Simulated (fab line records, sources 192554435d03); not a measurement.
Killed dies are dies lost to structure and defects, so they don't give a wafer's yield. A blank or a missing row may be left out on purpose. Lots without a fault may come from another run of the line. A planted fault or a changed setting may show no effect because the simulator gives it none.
Chamber matching | flow n5_finfet | N5_BEOL_M4_ETCH_69 on rie_diel-03: 4 sister chambers
The step etches SiARC in CF4, target depth 15.6 nm, time 26 s. 7 wafers are shown with their chamber, then 8 later ones without.

WAFERS WITH THEIR CHAMBER
wafer  | chamber | showerhead_plenum_p_Torr (Torr) | throttle_valve_pct (%)
L083.4 | 2       | 2.18                            | 15.22
L084.2 | 3       | 2.13                            | 15.38
L084.6 | 1       | 2.19                            | 15.41
L089.2 | 2       | 2.18                            | 15.26
L089.3 | 1       | 2.18                            | 15.43
L089.5 | 0       | 2.23                            | 15.11
L093.2 | 0       | 2.23                            | 15.14

WAFERS WITHOUT THEIR CHAMBER
wafer  | showerhead_plenum_p_Torr (Torr) | throttle_valve_pct (%)
L093.3 | 2.13                            | 15.41
L093.4 | 2.17                            | 15.28
L095.2 | 2.13                            | 15.43
L095.3 | 2.18                            | 15.45
L095.4 | 2.23                            | 15.15
L097.2 | 2.13                            | 15.43
L097.4 | 2.18                            | 15.44
L097.5 | 2.13                            | 15.43

WHICH CHAMBER EACH WENT THROUGH
wafer  | from the rows above | in truth
L093.3 | 3                   | 3
L093.4 | 2                   | 2
L095.2 | 3                   | 3
L095.3 | 1                   | 1
L095.4 | 0                   | 0
L097.2 | 3                   | 3
L097.4 | 1                   | 1
L097.5 | 3                   | 3
Placed correctly: 8 of 8. Can't be placed from these rows: 0. Placed wrongly: 0.
How it was worked out, from the rows above alone: a wafer's distance from a chamber is the root of the sum, over the readings, of the square of ((its reading less the chamber's mean) divided by the reading's scatter). The wafer belongs to the nearest chamber; if the next one is less than 2 further off, it can't be placed. A chamber's mean is the mean of its shown wafers. The scatter: the root of (the sum of the squares of (reading less its chamber's mean) over the shown wafers, divided by (wafers less chambers)).
